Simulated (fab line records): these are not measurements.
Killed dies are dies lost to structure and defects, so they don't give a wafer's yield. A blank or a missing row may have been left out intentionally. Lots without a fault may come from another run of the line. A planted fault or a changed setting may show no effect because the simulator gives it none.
fab line records -- flow nand_harc -- part 2 of 2: steps 19 to 27 of 27
[record] lots = 5, wafers = 15, last_day = 32
route steps=1302 shown A_CONTACT@1039
lots that met no fault: from a run of the same line without faults
start_h: the number of hours between the record's first day and the start of the first shown wafer of the lot -- wait_h: time in hours since the lot's previous step -- " unchanged from the row above -- L1.1+2: a single row standing in for several wafers -- - no value present, or no start provided -- * or withheld: withheld -- < > ~ a bound
route shown NAME@n: NAME is a module with steps in the file, n the number in the route of the first one -- usual: the fault-free wafers' mean and standard deviation -- same: alike in all rows -- chamber/n: place in a boat -- sites: each site's reading -- _std_site: the values' standard deviation -- _edge_site: outer sites' mean less inner sites' -- radius_mm: for every site, how far away it sits from the centre of the wafer -- mask NAME#n: copy n -- behind: the most recent tool/chamber to have shaped the wafer -- hold: why the lot went on hold/how many hours it stayed there/how the hold came to an end -- device: which transistor (n, p or np) failed to switch -- end of line: the tests these same wafers got at the end of their route -- a step with no rows: only its recipe -- killed: dies lost to structure and defects at the first sort, not the wafer's yield -- map: per-die view of a wafer (x killed, . not killed, _ where there is no die)
set.NAME: the setting as run; set.NAME@STEP: as run at that earlier step -- model.NAME: the simulator's own value behind a step, which no gauge read
lots seen at some steps along the route; tables by step, rows by wafer
services: when a tool's chamber went out of use (start_h, in hours from the record's first day, below 0 if earlier), for how many hours, and the reason
[[steps]]
[step NHARC_A_CONTACT_ETCH_91]
[recipe] target_depth_a = 400, over_etch_frac = 0.5, time_s = 85.7, ion_energy_ev = 120, ch3f_flow_sccm = 50, o2_flow_sccm = 30, ar_flow_sccm = 200, rf_w = 500, bias_w = 100, chemistry = CH3F/O2
[usual] drypump_motor_current_A = 5.7/0.44, oes_product_au = 0.932/0.023, rf_vpp_V = 244.6/1.4, showerhead_plenum_p_Torr = 2.48/0.086, throttle_valve_pct = 20.664/0.009
[same] time_s = 85.7
lot.wafer,tool,chamber,start_h,wait_h,drypump_motor_current_A,oes_product_au,rf_hours_counter_h,rf_vpp_V,showerhead_plenum_p_Torr,throttle_valve_pct
L078.4,rie_diel-07,3,547.20,0.5,5.4,0.915,18,246.2,2.60,20.671
L078.2,rie_diel-07,0,547.20,0.5,5.2,0.927,18,243.9,2.52,20.665
L078.1,rie_diel-07,1,547.20,0.5,5.9,0.928,21,244.4,2.61,20.665
L083.2,rie_diel-04,2,607.08,0.7,5.7,0.909,23,243.7,2.47,20.667
L083.4,rie_diel-04,3,607.08,0.7,5.6,0.914,18,244.2,2.48,20.662
L083.5,rie_diel-04,1,607.08,0.7,5.5,0.893,-,244.4,2.56,20.663
L084.4,rie_diel-07,2,612.46,0.6,5.2,0.929,43,243.1,2.34,20.663
L084.3,rie_diel-07,3,612.46,0.6,5.4,0.913,43,246.3,2.59,20.674
L084.6,rie_diel-07,0,612.46,0.6,5.2,0.928,-,244.4,2.51,20.670
L089.3,rie_diel-08,3,654.10,1.1,5.4,0.927,20,243.0,2.33,20.654
L089.6,rie_diel-08,0,654.10,1.1,6.8,0.928,-,245.8,2.52,20.676
L089.5,rie_diel-08,1,654.10,1.1,5.8,0.921,-,244.9,2.48,20.660
L091.2,rie_diel-08,0,696.59,0.8,6.8,0.927,25,246.5,2.51,20.669
L091.3,rie_diel-08,1,696.59,0.8,5.7,0.927,27,243.7,2.48,20.677
L091.6,rie_diel-08,3,696.59,0.8,5.4,0.928,-,243.4,2.33,20.666
[step NHARC_A_CONTACT_ETCH_97]
[recipe] target_depth_a = 200, over_etch_frac = 0.5, time_s = 10, ion_energy_ev = 250, c4f6_flow_sccm = 25, o2_flow_sccm = 20, ar_flow_sccm = 500, rf_w = 600, bias_w = 500, chemistry = C4F6/O2
[usual] drypump_motor_current_A = 5.7/0.41, oes_product_au = 0.955/0.018, rf_vpp_V = 547.5/2.9, showerhead_plenum_p_Torr = 3.95/0.14, throttle_valve_pct = 26.901/0.0091
[same] time_s = 10
lot.wafer,tool,chamber,start_h,wait_h,drypump_motor_current_A,oes_product_au,rf_hours_counter_h,rf_vpp_V,showerhead_plenum_p_Torr,throttle_valve_pct
L078.4,rie_diel-07,1,-,-,5.9,0.943,21,551.6,4.15,26.911
L078.1,rie_diel-07,2,-,-,5.2,0.942,21,543.6,3.76,26.900
L078.2,rie_diel-07,0,-,-,5.2,0.941,18,549.8,4.01,26.908
L083.4,rie_diel-04,1,-,-,5.5,0.936,26,549.8,4.08,26.899
L083.2,rie_diel-04,3,-,-,5.7,0.950,18,547.5,3.95,26.898
L083.5,rie_diel-04,2,-,-,5.7,0.935,-,547.6,3.93,26.903
L084.3,rie_diel-07,0,-,-,5.2,0.958,39,549.4,4.00,26.924
L084.4,rie_diel-07,3,-,-,5.4,0.940,43,550.2,4.13,26.903
L084.6,rie_diel-07,1,-,-,5.9,0.966,-,551.9,4.14,26.885
L089.3,rie_diel-08,2,-,-,5.4,0.947,20,545.0,3.78,26.892
L089.6,rie_diel-08,2,-,-,5.4,0.946,-,544.2,3.78,26.910
L089.5,rie_diel-08,3,-,-,5.4,0.958,-,543.6,3.73,26.904
L091.3,rie_diel-08,2,-,-,5.4,0.945,26,543.5,3.77,26.903
L091.2,rie_diel-08,0,-,-,6.8,0.967,25,549.3,4.01,26.901
L091.6,rie_diel-08,1,-,-,5.8,0.941,-,546.7,3.96,26.903
[step NHARC_A_CONTACT_CD_MEAS_80]
[usual] cd_nm = 289.8/0.76
lot.wafer,tool,chamber,start_h,wait_h,cd_nm
L078.1,cd_sem-01,-,547.42,-,289.2
L078.2,cd_sem-01,-,547.42,-,289.5
L078.4,cd_sem-01,-,547.42,-,289.6
L083.2,cd_sem-01,-,607.27,-,290.2
L083.4,cd_sem-01,-,607.27,-,290.1
L083.5,cd_sem-01,-,607.27,-,289.9
L084.3,cd_sem-01,-,612.66,-,288.8
L084.4,cd_sem-01,-,612.66,-,288.8
L084.6,cd_sem-01,-,612.66,-,288.6
L089.3,cd_sem-01,-,654.28,-,290.0
L089.5,cd_sem-01,-,654.28,-,288.9
L089.6,cd_sem-01,-,654.28,-,289.0
L091.2,cd_sem-01,-,696.79,-,290.3
L091.3,cd_sem-01,-,696.79,-,290.3
L091.6,cd_sem-01,-,696.79,-,291.0
[step NHARC_A_CONTACT_STRIP_103]
[recipe] n2_flow_sccm = 150, h2_flow_sccm = 150, ar_flow_sccm = 0, bias_w = 0, chemistry = N2/H2
lot.wafer,tool,chamber,start_h,wait_h
L078.2+1+4,rie_diel-07,"1,3,0",547.50,0.1
L083.4+2+5,rie_diel-08,"2,3,1",607.35,0.1
L084.3+4+6,rie_diel-04,"0,3,0",612.72,0.1
L089.3+5+6,rie_diel-08,"0,3,0",654.54,0.3
L091.2+3+6,rie_diel-08,"1,2,2",696.86,0.1
[step NHARC_A_CONTACT_STRIP_104]
[recipe] cf4_flow_sccm = 100, chf3_flow_sccm = 30, ar_flow_sccm = 0, bias_w = 0, chemistry = CF4/CHF3
lot.wafer,tool,chamber,start_h,wait_h
L078.1+4+2,rie_diel-07,"1,2,0",547.59,0.1
L083.4+2+5,rie_diel-08,"0,2,3",607.44,0.1
L084.3+4+6,rie_diel-04,"0,3,0",612.82,0.1
L089.3+6+5,rie_diel-08,"0,0,1",654.62,0.1
L091.3+2+6,rie_diel-08,"2,3,3",696.96,0.1
[step NHARC_A_CONTACT_STRIP_105]
[recipe] o2_flow_sccm = 400, cos_flow_sccm = 20, ar_flow_sccm = 0, bias_w = 0, chemistry = O2/COS
lot.wafer,tool,chamber,start_h,wait_h
L078.1+2+4,rie_diel-07,"1,2,3",547.66,0.1
L083.4+2+5,rie_diel-08,"0,1,2",607.50,0.1
L084.3+4+6,rie_diel-04,"1,3,2",612.88,0.1
L089.3+6+5,rie_diel-08,"0,0,1",654.69,0.1
L091.2+3+6,rie_diel-08,"2,3,2",697.02,0.1
[step NHARC_A_CONTACT_ETCH_106]
[recipe] target_depth_a = 900, overetch_a = 90, time_s = 49.5, ion_energy_ev = 100, cf4_flow_sccm = 80, o2_flow_sccm = 20, ar_flow_sccm = 0, rf_w = 300, bias_w = 100, chemistry = CF4/O2
[usual] drypump_motor_current_A = 5.7/0.46, oes_product_au = 1.001/0.01, rf_vpp_V = 197.7/1.5, showerhead_plenum_p_Torr = 1.33/0.051, throttle_valve_pct = 13.398/0.0095
[same] time_s = 49.5
lot.wafer,tool,chamber,start_h,wait_h,drypump_motor_current_A,oes_product_au,rf_hours_counter_h,rf_vpp_V,showerhead_plenum_p_Torr,throttle_valve_pct
L078.1,rie_diel-07,1,547.71,0.1,5.8,1.006,21,199.0,1.42,13.387
L078.2,rie_diel-07,2,547.71,0.1,5.1,0.998,21,197.6,1.28,13.406
L078.4,rie_diel-07,0,547.71,0.1,5.2,1.002,18,199.0,1.37,13.398
L083.4,rie_diel-08,2,607.56,0.1,5.4,1.009,11,195.7,1.28,13.386
L083.2,rie_diel-08,0,607.56,0.1,6.8,0.999,12,198.2,1.37,13.418
L083.5,rie_diel-08,3,607.56,0.1,5.4,1.006,-,195.3,1.27,13.391
L084.3,rie_diel-04,3,612.94,0.1,5.6,1.001,18,200.6,1.34,13.405
L084.4,rie_diel-04,2,612.94,0.1,5.7,0.979,23,197.4,1.34,13.395
L084.6,rie_diel-04,0,612.94,0.1,5.8,1.001,-,199.7,1.40,13.401
L089.3,rie_diel-08,0,655.07,0.4,6.8,1.005,19,199.0,1.37,13.401
L089.5,rie_diel-08,1,655.07,0.4,5.7,0.996,-,198.7,1.35,13.400
L089.6,rie_diel-08,2,655.07,0.4,5.4,1.007,-,196.8,1.28,13.396
L091.3,rie_diel-08,1,697.09,0.1,5.8,0.994,27,198.4,1.35,13.396
L091.2,rie_diel-08,2,697.09,0.1,5.3,0.997,26,194.9,1.28,13.391
L091.6,rie_diel-08,3,697.09,0.1,5.4,1.005,-,196.5,1.26,13.396
[step NHARC_A_CONTACT_STRIP_82]
[recipe] o2_flow_sccm = 500, ar_flow_sccm = 0, bias_w = 0, chemistry = O2
[usual] drypump_motor_current_A = 5.7/0.49, oes_product_au = 1.002/0.0095, rf_vpp_V = 57.7/0.92, showerhead_plenum_p_Torr = 3.53/0.13, throttle_valve_pct = 17.036/0.0088
lot.wafer,tool,chamber,start_h,wait_h,drypump_motor_current_A,oes_product_au,rf_hours_counter_h,rf_vpp_V,showerhead_plenum_p_Torr,throttle_valve_pct
L078.2,rie_diel-07,1,-,-,5.8,1.004,21,57.7,3.74,17.043
L078.4,rie_diel-07,2,-,-,5.2,0.992,21,57.8,3.38,17.034
L078.1,rie_diel-07,3,-,-,5.4,0.991,18,58.8,3.73,17.040
L083.4,rie_diel-08,2,-,-,5.3,0.996,11,57.6,3.40,17.040
L083.2,rie_diel-08,0,-,-,6.8,1.010,12,59.5,3.61,17.050
L083.5,rie_diel-08,2,-,-,5.4,1.016,-,58.2,3.40,17.021
L084.3,rie_diel-04,2,-,-,5.7,1.001,23,57.9,3.54,17.043
L084.4,rie_diel-04,3,-,-,5.6,1.003,18,58.0,3.55,17.045
L084.6,rie_diel-04,3,-,-,5.6,1.009,-,57.5,3.55,17.037
L089.3,rie_diel-08,2,-,-,5.4,1.020,20,57.1,3.39,17.033
L089.6,rie_diel-08,0,-,-,6.8,1.016,-,58.1,3.61,17.043
L089.5,rie_diel-08,1,-,-,5.8,0.989,-,57.4,3.56,17.023
L091.2,rie_diel-08,0,-,-,6.8,1.007,25,58.7,3.60,17.032
L091.3,rie_diel-08,3,-,-,5.4,1.005,27,58.4,3.35,17.040
L091.6,rie_diel-08,0,-,-,6.8,1.007,-,58.4,3.60,17.043
[step NHARC_A_CONTACT_STRIP_83]
[recipe] time_s = 600, temp_c = 30, chemistry = post_etch_residue_remover
[same] time_s = 600
lot.wafer,tool,chamber,start_h,wait_h
L078.2+1+4,wet_bench-03,"1,3,4",548.12,-
L083.4+5+2,wet_bench-03,"1,2,3",607.96,-
L084.6+4+3,wet_bench-02,"6,1,2",613.33,-
L089.3+5+6,wet_bench-02,"2,3,5",655.44,-
L091.2+6+3,wet_bench-02,"4,5,6",697.49,-
[[services]]
tool,chamber,start_h,hours,kind
rie_diel-08,0,524.38,-,clean
rie_diel-08,1,524.38,-,clean
rie_diel-08,2,524.38,-,clean
rie_diel-08,3,524.38,-,clean
rie_diel-04,-,532.93,9.0,pm
rie_diel-08,-,536.17,0.4,repair
rie_diel-08,-,544.87,9.0,pm
rie_diel-08,0,544.87,9.0,vent_cycle
rie_diel-07,1,554.62,4.5,repair
rie_diel-07,0,555.62,7.3,repair
wet_bench-03,-,562.40,8.0,pm
har_cap_etch-03,-,566.91,0.3,repair
rie_diel-04,3,582.21,24.3,repair
wet_bench-03,-,587.41,0.6,repair
wet_bench-02,-,596.00,8.0,pm
rie_diel-04,-,597.26,0.4,repair
rie_diel-07,3,624.07,13.7,repair
rie_diel-08,0,632.02,11.3,repair
wet_bench-03,-,641.99,7.6,repair
rie_diel-07,-,648.20,9.0,pm
rie_diel-08,3,663.73,13.8,repair
har_cap_etch-03,-,665.38,0.3,repair
rie_diel-07,-,671.04,1.6,repair
rie_diel-04,2,673.46,3.1,repair
